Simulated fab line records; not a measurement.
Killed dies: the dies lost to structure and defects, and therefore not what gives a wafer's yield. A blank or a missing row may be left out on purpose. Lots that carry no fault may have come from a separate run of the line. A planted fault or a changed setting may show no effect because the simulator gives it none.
Struck lot and sound lot, side by side	flow n5Finfet	15 out of 1938 route steps
Sound: the wafers L447.3, L447.5, L447.6. The struck wafers were L441.1, L441.2, L441.3. The cause is named last.
Each step with rows lists, per side, the tool, then ch with its chambers, then its first start. Under that, the readings that differ: sound wafers	struck wafers	difference of the means	sigmas: that difference in standard deviations of wafers without a fault.
alike: a reading whose means differ by less than 2 such deviations, as well as words and numbers matching on both sides. not compared: withheld readings; readings where some wafer has no value; bounds like >300 that might hide an equal value; numbers whose values overlap and for which the record gives no deviation.
A row with sigmas, a row that says differs or no value, or rows on one side alone: a step with any of these is where the two part. Numbers that don't overlap but have no deviation are shown without sigmas and don't part them. A reading that every wafer of one side lacks parts them only if that side has two wafers or more.

first, 7 steps without rows for these wafers: N5_BEOL_M6_COAT_60 (time 60 s, resist thk 35 nm); N5_BEOL_M6_COAT_05 (resist thk 90 nm); N5_BEOL_M6_EBR_07; N5_BEOL_M6_SOFTBAKE_06 (time 60 s); N5_BEOL_M6_EXPOSE_08 (exposes mask M6); N5_BEOL_M6_PEB_09 (peb time 60 s); N5_BEOL_M6_DEVELOP_10 (develop time 30 s).
N5_BEOL_M6_CD_MEAS_11 targets a cd of 38.5 nm.
  sound on cdSem-02 ch 0, day 13 23:12; struck on cdSem-01 ch 0, day 12 06:41
  alike: cdNm
N5_BEOL_M6_OVL_MEAS_12:
  sound on overlay-02 ch 0, day 13 23:14; struck on overlay-01 ch 0, day 12 06:43
  alike: M6_OVL
N5_BEOL_M6_INSPECT_13: inspects for defects (brightfield).
  sound on defectInspect-01, day 13 23:16; struck on defectInspect-01, day 12 06:44
  alike: rawDefectCount
N5_BEOL_M6_DESCUM_16: chemistry O2, time 7.9 s.
  sound on rieDiel-02 ch 1,2,3, day 13 23:17; struck on rieDiel-05 ch 0,2,3, day 12 07:21
  alike: biasPowerW, drypumpMotorCurrentA, o2FlowSccm, oesProductAu, rfVppV, showerheadPlenumPTorr, throttleValvePct
  not compared: rfHoursCounterH
N5_BEOL_M6_ETCH_61: etches SiARC in CF4, target depth 45.5 nm, time 75.8 s.
  sound on rieDiel-02 ch 1,2,3, day 13 23:19; struck on rieDiel-05 ch 0,2,3, day 12 07:23
  alike: biasW, drypumpMotorCurrentA, etchRfOnTimeS, oesProductAu, rfVppV, showerheadPlenumPTorr, throttleValvePct
  not compared: rfHoursCounterH
N5_BEOL_M6_ETCH_62: etches SOC in N2/H2, target depth 110 nm, overetch 22 nm, time 165 s.
  sound on rieDiel-02 ch 1,2,3, day 13 23:23; struck on rieDiel-05 ch 0,2,3, day 12 07:26
reading	sound	struck	difference	sigmas
biasW (W)	150.4 150.2 149.5	175.0 173.9 174.8	+24.5	+55
rfVppV (V)	526.2 523.8 526.7	574.7 578.2 574.7	+50.3	+18
model.SiARC_of_BEOL_M6_COAT_60.thkNm (nm)	29 28 28.2	27.4 27.2 27	-1.2	
  alike: drypumpMotorCurrentA, h2FlowSccm, oesProductAu, showerheadPlenumPTorr, throttleValvePct
  not compared: rfHoursCounterH
then, 2 steps without rows for these wafers: N5_BEOL_M6_STRIP_68 (strips in N2/H2); N5_PASSIVATION_PROBE_49.

## WHERE THEY PART
Within this record, at N5_BEOL_M6_ETCH_62 only.

WHY: what the simulator had put in
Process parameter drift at N5_BEOL_M6_ETCH_62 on rieDiel-05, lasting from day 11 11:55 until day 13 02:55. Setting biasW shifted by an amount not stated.
